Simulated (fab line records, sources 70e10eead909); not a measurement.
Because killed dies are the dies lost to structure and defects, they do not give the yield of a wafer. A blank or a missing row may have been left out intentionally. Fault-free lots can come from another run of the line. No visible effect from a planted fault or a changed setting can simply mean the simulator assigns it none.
fab line records + flow nand_harc
record
- lots=14
- wafers=42
- last_day=25
route steps=1159 shown A_BLC@975
lots untouched by any fault: they come from a run of this same line in which no faults occurred
start_h: hours from the record's opening day to when the first of the lot's shown wafers began + wait_h: hours since the lot's step before + " the same as in the row above + L1.1+2: a single row standing in for several wafers + - no value present, or no start provided + * or withheld: withheld + < > ~ a bound
route shown NAME@n: a module of which the file shows steps, and the number in the route of the first + usual: mean/standard deviation of fault-free wafers + same: alike in all rows + chamber/n: place in a boat + sites: the reading at each site + _std_site: the standard deviation of these + _edge_site: inner sites' mean taken away from outer sites' mean + radius_mm: how far each site lies from the wafer's centre + mask NAME#n: copy n + behind: the tool/chamber that last shaped the wafer + hold: cause of the lot's hold/its duration in hours/its outcome + device: the transistor (n, p or np) that didn't switch + end of line: the tests these same wafers got at the end of their route + a step given without rows: its recipe and nothing more + killed: the dies lost at the first sort to structure and to defects; this is not the yield of the wafer + map: a wafer's dies, x killed, . not, _ none there
set.NAME: setting as actually run; set.NAME@STEP: the setting as run at that earlier step + model.NAME: the simulator's own value behind a step, which no gauge read
the route's steps for a sample of lots (tables are steps, rows are wafers)
services: when a tool's chamber went out of use (start_h, in hours from the record's first day, below 0 if earlier), for how many hours, and the reason
## steps
# step NHARC_A_BLC_OVL_MEAS_11
# usual
- overlay_x_nm=0.0/0.64
- overlay_y_nm=-0.2/0.9
| lot.wafer | tool       | chamber | start_h | wait_h | overlay_x_nm | overlay_y_nm |
|-----------|------------|---------|---------|--------|--------------|--------------|
| L288.4    | overlay-01 | -       | 396.19  | -      | 0.5          | -0.4         |
| L288.5    | "          | -       | "       | "      | 0.1          | -0.1         |
| L288.6    | "          | -       | "       | "      | 0.3          | 0.4          |
| L289.1    | overlay-01 | -       | 397.07  | -      | 0.6          | -0.6         |
| L289.2    | "          | -       | "       | "      | 0.7          | -0.5         |
| L289.5    | "          | -       | "       | "      | 0.7          | -0.4         |
| L292.1    | overlay-01 | -       | 416.19  | -      | -0.1         | -0.5         |
| L292.3    | "          | -       | "       | "      | -0.6         | -0.9         |
| L292.4    | "          | -       | "       | "      | -0.3         | -0.7         |
| L293.3    | overlay-02 | -       | 421.83  | -      | 1.3          | 1.1          |
| L293.5    | "          | -       | "       | "      | 1.2          | 0.8          |
| L293.6    | "          | -       | "       | "      | 0.8          | 0.7          |
| L290.1    | overlay-01 | -       | 427.57  | -      | 0.3          | -1.2         |
| L290.5    | "          | -       | "       | "      | -0.4         | -0.4         |
| L290.6    | "          | -       | "       | "      | -0.4         | -0.9         |
| L291.2    | overlay-01 | -       | 436.56  | -      | 0.1          | 1.8          |
| L291.3    | "          | -       | "       | "      | 0.4          | 1.4          |
| L291.4    | "          | -       | "       | "      | 0.4          | 1.6          |
| L301.4    | overlay-02 | -       | 466.26  | -      | 0.0          | -1.3         |
| L301.5    | "          | -       | "       | "      | -0.5         | -1.8         |
| L301.6    | "          | -       | "       | "      | -0.1         | -1.1         |
| L302.1    | overlay-02 | -       | 500.16  | -      | 0.2          | -0.6         |
| L302.2    | "          | -       | "       | "      | 0.2          | -0.8         |
| L302.5    | "          | -       | "       | "      | -0.1         | -0.8         |
| L306.3    | overlay-02 | -       | 508.98  | -      | -1.3         | -0.3         |
| L306.5    | "          | -       | "       | "      | -0.4         | -0.5         |
| L306.6    | "          | -       | "       | "      | -0.2         | -0.5         |
| L307.1    | overlay-02 | -       | 509.58  | -      | -0.1         | -0.4         |
| L307.2    | "          | -       | "       | "      | -0.1         | -0.1         |
| L307.6    | "          | -       | "       | "      | -0.5         | -0.5         |
| L305.1    | overlay-01 | -       | 510.20  | -      | 0.6          | 1.4          |
| L305.3    | "          | -       | "       | "      | 0.6          | 1.3          |
| L305.4    | "          | -       | "       | "      | 0.2          | 1.3          |
| L308.3    | overlay-02 | -       | 514.50  | -      | -0.3         | -0.5         |
| L308.5    | "          | -       | "       | "      | 0.5          | 0.2          |
| L308.6    | "          | -       | "       | "      | -0.1         | -0.1         |
| L309.1    | overlay-01 | -       | 527.03  | -      | -1.6         | -0.2         |
| L309.2    | "          | -       | "       | "      | -1.2         | -0.7         |
| L309.4    | "          | -       | "       | "      | -1.2         | 0.0          |
| L310.1    | overlay-02 | -       | 537.34  | -      | -0.6         | 0.0          |
| L310.2    | "          | -       | "       | "      | -0.4         | -0.7         |
| L310.4    | "          | -       | "       | "      | -0.2         | -0.3         |
# step NHARC_A_BLC_ETCH_18
# recipe
- target_depth_a=9100
- c4f8_flow_sccm=20
- o2_flow_sccm=10
- ar_flow_sccm=withheld
- rf_w=600
- bias_w=1500
- chemistry=C4F8/O2/Ar
# usual
- oes_product_au=0.952/0.023
- rf_vpp_V=978/5.4
| lot.wafer | tool        | chamber | start_h | wait_h | oes_product_au | rf_hours_counter_h | rf_vpp_V |
|-----------|-------------|---------|---------|--------|----------------|--------------------|----------|
| L288.4    | rie_diel-05 | 1       | -       | -      | 0.957          | 5                  | 982      |
| L288.6    | "           | 2       | "       | "      | 0.962          | -                  | 972      |
| L288.5    | "           | 3       | "       | "      | 0.985          | -                  | 979      |
| L289.2    | rie_diel-05 | 0       | -       | -      | 0.980          | 6                  | 971      |
| L289.1    | "           | 1       | "       | "      | 0.957          | 5                  | 984      |
| L289.5    | "           | 3       | "       | "      | 0.974          | -                  | 978      |
| L292.1    | rie_diel-06 | 3       | -       | -      | 0.919          | 14                 | 981      |
| L292.4    | "           | 0       | "       | "      | 0.912          | 14                 | 983      |
| L292.3    | "           | 1       | "       | "      | 0.936          | 14                 | 971      |
| L293.3    | rie_diel-11 | 3       | -       | -      | 0.950          | 19                 | 978      |
| L293.5    | "           | 3       | "       | "      | 0.950          | -                  | 979      |
| L293.6    | "           | 0       | "       | "      | 0.962          | -                  | 978      |
| L290.1    | rie_diel-06 | 2       | -       | -      | 0.974          | 0                  | 984      |
| L290.5    | "           | 2       | "       | "      | 0.970          | -                  | 984      |
| L290.6    | "           | 3       | "       | "      | 0.982          | -                  | 983      |
| L291.2    | rie_diel-05 | 0       | -       | -      | 0.989          | 9                  | 971      |
| L291.3    | "           | 1       | "       | "      | 0.971          | 9                  | 982      |
| L291.4    | "           | 2       | "       | "      | 0.969          | 9                  | 971      |
| L301.4    | rie_diel-06 | 3       | -       | -      | 0.938          | 4                  | 984      |
| L301.5    | "           | 1       | "       | "      | 0.938          | -                  | 972      |
| L301.6    | "           | 2       | "       | "      | 0.945          | -                  | 985      |
| L302.1    | rie_diel-06 | 0       | -       | -      | 0.908          | 7                  | 984      |
| L302.2    | "           | 1       | "       | "      | 0.919          | 7                  | 971      |
| L302.5    | "           | 2       | "       | "      | 0.912          | -                  | 984      |
| L306.3    | rie_diel-06 | 3       | -       | -      | 0.957          | 8                  | 982      |
| L306.6    | "           | 2       | "       | "      | 0.975          | -                  | 984      |
| L306.5    | "           | 3       | "       | "      | 0.964          | -                  | 982      |
| L307.1    | rie_diel-05 | 0       | -       | -      | 0.928          | 18                 | 972      |
| L307.2    | "           | 2       | "       | "      | 0.926          | 19                 | 969      |
| L307.6    | "           | 1       | "       | "      | 0.933          | -                  | 984      |
| L305.4    | rie_diel-06 | 3       | -       | -      | 0.965          | 8                  | 982      |
| L305.1    | "           | 1       | "       | "      | 0.977          | 8                  | 971      |
| L305.3    | "           | 2       | "       | "      | 0.959          | 7                  | 984      |
| L308.3    | rie_diel-06 | 3       | -       | -      | 0.925          | 9                  | 984      |
| L308.5    | "           | 3       | "       | "      | 0.922          | -                  | 982      |
| L308.6    | "           | 0       | "       | "      | 0.914          | -                  | 984      |
| L309.2    | rie_diel-05 | 1       | -       | -      | 0.966          | 0                  | 983      |
| L309.1    | "           | 2       | "       | "      | 0.952          | 0                  | 970      |
| L309.4    | "           | 3       | "       | "      | 0.980          | 0                  | 977      |
| L310.2    | rie_diel-11 | 0       | -       | -      | 0.935          | 58                 | 977      |
| L310.4    | "           | 1       | "       | "      | 0.920          | 58                 | 978      |
| L310.1    | "           | 2       | "       | "      | 0.914          | 62                 | 982      |
# step NHARC_A_BLC_ALD_23
# recipe
- target_thk_a=30
- pulse_time_s=1
- ald_cycles=150
- temp_c=450
- material=TiN
# usual
- heater_power_w=1133/91
- precursor_pulse_height_rel=1.001/0.02
| lot.wafer | tool         | chamber | start_h | wait_h | heater_power_w | precursor_pulse_height_rel |
|-----------|--------------|---------|---------|--------|----------------|----------------------------|
| L288.4    | ald_metal-04 | 1       | 398.34  | -      | 1161           | 0.977                      |
| L288.5    | "            | 0       | "       | "      | 978            | 1.009                      |
| L288.6    | "            | 1       | "       | "      | 1165           | 1.027                      |
| L289.1    | ald_metal-03 | 3       | 399.12  | -      | 1126           | 1.008                      |
| L289.2    | "            | 2       | "       | "      | 1270           | 1.018                      |
| L289.5    | "            | 3       | "       | "      | 1159           | 0.979                      |
| L292.4    | ald_metal-04 | 2       | 418.22  | -      | 1060           | 0.979                      |
| L292.3    | "            | 3       | "       | "      | 1201           | 1.009                      |
| L292.1    | "            | 0       | "       | "      | 1005           | 1.006                      |
| L293.3    | ald_metal-03 | 1       | 423.98  | -      | 1119           | 1.012                      |
| L293.5    | "            | 3       | "       | "      | 1169           | 0.956                      |
| L293.6    | "            | 0       | "       | "      | 1168           | 1.008                      |
| L290.1    | ald_metal-03 | 2       | 429.52  | -      | 1286           | 0.986                      |
| L290.6    | "            | 1       | "       | "      | 1144           | 1.015                      |
| L290.5    | "            | 2       | "       | "      | 1304           | 1.022                      |
| L291.4    | ald_metal-03 | 3       | 438.49  | -      | 1149           | 0.987                      |
| L291.3    | "            | 0       | "       | "      | 1182           | 1.016                      |
| L291.2    | "            | 1       | "       | "      | 1155           | 0.999                      |
| L301.4    | ald_metal-03 | 0       | 468.35  | -      | 1167           | 1.023                      |
| L301.6    | "            | 1       | "       | "      | 1152           | 1.010                      |
| L301.5    | "            | 3       | "       | "      | 1159           | 0.976                      |
| L302.2    | ald_metal-01 | 0       | 502.61  | -      | 962            | 0.945                      |
| L302.1    | "            | 1       | "       | "      | 1084           | 1.000                      |
| L302.5    | "            | 2       | "       | "      | 1139           | 1.006                      |
| L306.3    | ald_metal-03 | 0       | 510.96  | -      | 1196           | 1.003                      |
| L306.5    | "            | 1       | "       | "      | 1209           | 0.974                      |
| L306.6    | "            | 2       | "       | "      | 1261           | 0.973                      |
| L307.1    | ald_metal-04 | 3       | 511.52  | -      | 1217           | 0.984                      |
| L307.2    | "            | 0       | "       | "      | 1020           | 0.971                      |
| L307.6    | "            | 1       | "       | "      | 1209           | 1.029                      |
| L305.4    | ald_metal-01 | 2       | 512.11  | -      | 1158           | 1.007                      |
| L305.3    | "            | 3       | "       | "      | 1191           | 0.979                      |
| L305.1    | "            | 0       | "       | "      | 968            | 0.989                      |
| L308.3    | ald_metal-03 | 1       | 516.49  | -      | 1225           | 1.006                      |
| L308.6    | "            | 0       | "       | "      | 1171           | 1.035                      |
| L308.5    | "            | 1       | "       | "      | 1211           | 0.988                      |
| L309.1    | ald_metal-03 | 2       | 528.95  | -      | 1278           | 0.992                      |
| L309.4    | "            | 3       | "       | "      | 1141           | 0.977                      |
| L309.2    | "            | 1       | "       | "      | 1217           | 0.982                      |
| L310.1    | ald_metal-04 | 3       | 539.28  | -      | 1242           | 1.003                      |
| L310.4    | "            | 0       | "       | "      | 1014           | 1.031                      |
| L310.2    | "            | 1       | "       | "      | 1205           | 0.969                      |
# step NHARC_A_BLC_CVD_24
# recipe
- target_thk_a=1500
- temp_c=300
- pressure_torr=40
- wf6_flow_sccm=40
- h2_flow_sccm=1600
- ar_flow_sccm=1560
- time_s=434
- material=W
# usual
- heater_power_w=443/37
- throttle_valve_pct=7.8/0.36
| lot.wafer | tool     | chamber | start_h | wait_h | heater_power_w | throttle_valve_pct |
|-----------|----------|---------|---------|--------|----------------|--------------------|
| L288.4    | cvd_w-02 | 0       | 405.95  | -      | 403            | 8.2                |
| L288.5    | "        | 0       | "       | "      | 409            | 8.0                |
| L288.6    | "        | 1       | "       | "      | 496            | 7.2                |
| L289.2    | cvd_w-02 | 0       | 406.24  | -      | 412            | 8.1                |
| L289.1    | "        | 1       | "       | "      | 500            | 7.5                |
| L289.5    | "        | 0       | "       | "      | 399            | 7.9                |
| L289.2    | cvd_w-02 | 0       | 410.45  | 4.1    | 406            | 7.9                |
| L289.1    | "        | 1       | "       | "      | 493            | 7.0                |
| L289.5    | "        | 0       | "       | "      | 414            | 8.1                |
| L292.1    | cvd_w-02 | 1       | 420.75  | -      | 481            | 7.3                |
| L292.3    | "        | 0       | "       | "      | 411            | 8.0                |
| L292.4    | "        | 1       | "       | "      | 497            | 7.5                |
| L293.3    | cvd_w-01 | 0       | 424.82  | -      | 459            | 7.9                |
| L293.5    | "        | 1       | "       | "      | 426            | 8.2                |
| L293.6    | "        | 0       | "       | "      | 459            | 7.8                |
| L293.3    | cvd_w-01 | 0       | 426.64  | 1.7    | 450            | 7.5                |
| L293.5    | "        | 1       | "       | "      | 427            | 8.2                |
| L293.6    | "        | 0       | "       | "      | 459            | 7.9                |
| L290.1    | cvd_w-02 | 0       | 434.27  | -      | 402            | 8.1                |
| L290.5    | "        | 1       | "       | "      | 497            | 7.1                |
| L290.6    | "        | 0       | "       | "      | 405            | 8.0                |
| L291.2    | cvd_w-01 | 1       | 438.69  | -      | 418            | 8.0                |
| L291.3    | "        | 1       | "       | "      | 413            | 8.4                |
| L291.4    | "        | 0       | "       | "      | 456            | 7.9                |
| L301.4    | cvd_w-01 | 1       | 469.17  | -      | 421            | 8.6                |
| L301.6    | "        | 1       | "       | "      | 429            | 8.3                |
| L301.5    | "        | 0       | "       | "      | 462            | 7.7                |
| L302.1    | cvd_w-02 | 0       | 506.80  | -      | 402            | 7.9                |
| L302.2    | "        | 0       | "       | "      | 408            | 8.1                |
| L302.5    | "        | 0       | "       | "      | 416            | 7.9                |
| L306.3    | cvd_w-02 | 1       | 511.25  | -      | 487            | 7.3                |
| L306.5    | "        | 1       | "       | "      | 485            | 7.5                |
| L306.6    | "        | 0       | "       | "      | 405            | 7.8                |
| L307.2    | cvd_w-02 | 1       | 511.73  | -      | 493            | 7.5                |
| L307.1    | "        | 0       | "       | "      | 412            | 8.2                |
| L307.6    | "        | 1       | "       | "      | 501            | 7.5                |
| L305.1    | cvd_w-02 | 1       | 512.32  | -      | 499            | 7.5                |
| L305.3    | "        | 1       | "       | "      | 500            | 7.4                |
| L305.4    | "        | 0       | "       | "      | 410            | 8.0                |
| L308.3    | cvd_w-01 | 0       | 516.82  | -      | 442            | 8.0                |
| L308.5    | "        | 0       | "       | "      | 445            | 7.8                |
| L308.6    | "        | 1       | "       | "      | 416            | 8.0                |
| L309.1    | cvd_w-01 | 0       | 533.13  | -      | 445            | 8.0                |
| L309.2    | "        | 1       | "       | "      | 417            | 8.1                |
| L309.4    | "        | 1       | "       | "      | 414            | 7.9                |
| L310.2    | cvd_w-02 | 1       | 539.49  | -      | 490            | 7.3                |
| L310.1    | "        | 0       | "       | "      | 409            | 8.3                |
| L310.4    | "        | 0       | "       | "      | 412            | 8.3                |
# step NHARC_A_BLC_CMP_25
# recipe
- t_overpolish_s=30
- target_thk_nm=150
# usual
- motor_current_A=12.0/0.95
- overpolish_run_s=30.000/0.0096
- time_to_endpoint_s=30.3/2.6
| lot.wafer | tool   | chamber | start_h | wait_h | motor_current_A | overpolish_run_s | time_to_endpoint_s |
|-----------|--------|---------|---------|--------|-----------------|------------------|--------------------|
| L288.4    | cmp-02 | 3       | 406.38  | 0.4    | 13.3            | 30.006           | 32.0               |
| L288.6    | "      | 2       | "       | "      | 11.5            | 29.995           | 29.8               |
| L288.5    | "      | 3       | "       | "      | 12.7            | 29.987           | 33.1               |
| L289.1    | cmp-03 | 2       | 411.03  | 0.4    | 11.3            | 30.002           | 61.9               |
| L289.2    | "      | 3       | "       | "      | 11.7            | 29.991           | 61.5               |
| L289.5    | "      | 3       | "       | "      | 11.7            | 30.001           | 62.8               |
| L292.3    | cmp-03 | 1       | 421.22  | 0.3    | 12.8            | 30.010           | 30.4               |
| L292.4    | "      | 2       | "       | "      | 11.7            | 29.996           | 29.6               |
| L292.1    | "      | 3       | "       | "      | 12.0            | 30.002           | 30.5               |
| L293.3    | cmp-03 | 2       | 427.08  | 0.4    | 11.5            | 30.012           | 62.7               |
| L293.5    | "      | 3       | "       | "      | 11.6            | 29.992           | 60.9               |
| L293.6    | "      | 0       | "       | "      | 12.3            | 29.995           | 62.0               |
| L290.1    | cmp-01 | 1       | 434.81  | 0.5    | 13.0            | 30.001           | 29.5               |
| L290.5    | "      | 2       | "       | "      | 11.2            | 30.005           | 30.8               |
| L290.6    | "      | 3       | "       | "      | 11.9            | 29.998           | 28.0               |
| L291.4    | cmp-03 | 0       | 439.22  | 0.2    | 12.5            | 30.022           | 28.7               |
| L291.3    | "      | 2       | "       | "      | 11.9            | 30.010           | 28.5               |
| L291.2    | "      | 3       | "       | "      | 12.2            | 30.005           | 28.5               |
| L301.4    | cmp-01 | 3       | 469.58  | 0.3    | 12.4            | 29.993           | 29.6               |
| L301.6    | "      | 2       | "       | "      | 11.7            | 30.011           | 28.3               |
| L301.5    | "      | 3       | "       | "      | 11.7            | 29.983           | 32.0               |
| L302.1    | cmp-03 | 3       | 507.78  | 0.8    | 11.6            | 30.015           | 28.2               |
| L302.2    | "      | 2       | "       | "      | 11.8            | 29.993           | 25.8               |
| L302.5    | "      | 0       | "       | "      | 12.5            | 29.996           | 27.6               |
| L306.3    | cmp-02 | 3       | 511.63  | 0.3    | 12.6            | 30.004           | 33.6               |
| L306.6    | "      | 3       | "       | "      | 12.5            | 29.997           | 34.8               |
| L306.5    | "      | 0       | "       | "      | 10.2            | 29.994           | 30.6               |
| L307.2    | cmp-02 | 0       | 512.29  | 0.5    | 10.0            | 30.018           | 29.9               |
| L307.1    | "      | 2       | "       | "      | 11.3            | 29.984           | 30.5               |
| L307.6    | "      | 0       | "       | "      | 9.6             | 29.993           | 29.4               |
| L305.4    | cmp-02 | 0       | 513.01  | 0.4    | 10.2            | 30.003           | 30.4               |
| L305.1    | "      | 1       | "       | "      | 13.1            | 29.987           | 34.1               |
| L305.3    | "      | 3       | "       | "      | 12.5            | 29.990           | 34.4               |
| L308.3    | cmp-02 | 3       | 517.27  | 0.4    | 12.8            | 30.009           | 33.6               |
| L308.6    | "      | 0       | "       | "      | 9.8             | 29.997           | 28.4               |
| L308.5    | "      | 1       | "       | "      | 13.0            | 30.014           | 33.5               |
| L309.4    | cmp-02 | 0       | 533.68  | 0.3    | 10.0            | 30.005           | 31.4               |
| L309.1    | "      | 1       | "       | "      | 13.5            | 30.017           | 30.6               |
| L309.2    | "      | 2       | "       | "      | 12.3            | 29.993           | 31.5               |
| L310.1    | cmp-03 | 1       | 540.02  | 0.4    | 12.9            | 29.991           | 27.8               |
| L310.2    | "      | 2       | "       | "      | 11.0            | 30.017           | 30.1               |
| L310.4    | "      | 3       | "       | "      | 11.8            | 29.987           | 29.2               |
## services
| tool         | chamber | start_h | hours | kind   |
|--------------|---------|---------|-------|--------|
| cmp-01       | -       | 375.83  | 4.0   | pm     |
| cvd_w-02     | -       | 378.93  | 13.0  | pm     |
| cmp-03       | -       | 381.16  | 4.0   | pm     |
| cmp-03       | -       | 391.96  | 2.9   | repair |
| cmp-02       | -       | 395.13  | 0.6   | repair |
| ald_metal-04 | -       | 406.00  | 10.0  | pm     |
| cmp-02       | -       | 412.38  | 2.1   | repair |
| rie_diel-06  | -       | 418.34  | 9.0   | pm     |
| cmp-02       | -       | 424.11  | 4.0   | pm     |
| ald_metal-04 | 1       | 427.43  | 10.6  | repair |
| cmp-02       | -       | 430.19  | 5.5   | repair |
| ald_metal-04 | -       | 437.99  | 1.7   | repair |
| cmp-02       | -       | 446.19  | 0.7   | repair |
| cmp-03       | -       | 449.40  | 11.6  | repair |
| ald_metal-03 | 2       | 460.06  | 26.1  | repair |
| cmp-03       | -       | 479.16  | 4.0   | pm     |
| cvd_w-01     | -       | 480.94  | 13.0  | pm     |
| ald_metal-03 | -       | 500.00  | 10.0  | pm     |
| cmp-02       | -       | 501.12  | 0.5   | repair |
| ald_metal-04 | 2       | 503.99  | 15.1  | repair |
| cmp-02       | -       | 506.90  | 3.2   | repair |
| cmp-03       | -       | 512.19  | 2.0   | repair |
| rie_diel-05  | -       | 517.61  | 9.0   | pm     |
| cmp-02       | -       | 522.21  | 4.0   | pm     |
## key
first_sign
- step=NHARC_A_BLC_CVD_24
- reading=visit
- direction=added
effect
- step=NHARC_A_BLC_CMP_25
- reading=time_to_endpoint_s
- direction=up
- sigmas=12
- usual=*
- struck=*
met_at NHARC_A_BLC_CVD_24
struck_lots L289,L293
sort_left_out L289.1,L289.2,L289.5,L293.3,L293.5,L293.6
tester_left_out L289,L293
not_acting_at NHARC_A_BLC_OVL_MEAS_11,NHARC_A_BLC_ETCH_18,NHARC_A_BLC_ALD_23
fault
- kind=repeated_step_whole
- tool=cvd_w-01,cvd_w-02
- chamber=-
- onset_h=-
- steps=NHARC_A_BLC_CVD_24
- times=1
- scope=struck_lots_only
# tester_left_out: of these lots the tester's yield and bins aren't shown, on N5 and GAA mostly nor the transistor test; their killed dies are dies lost to structure and defects alone, not to doping, threshold or leakage, so they don't give the yield
# sort_left_out: the simulated sort isn't trusted on such a fault, so these wafers' sort isn't shown, and their yield isn't known
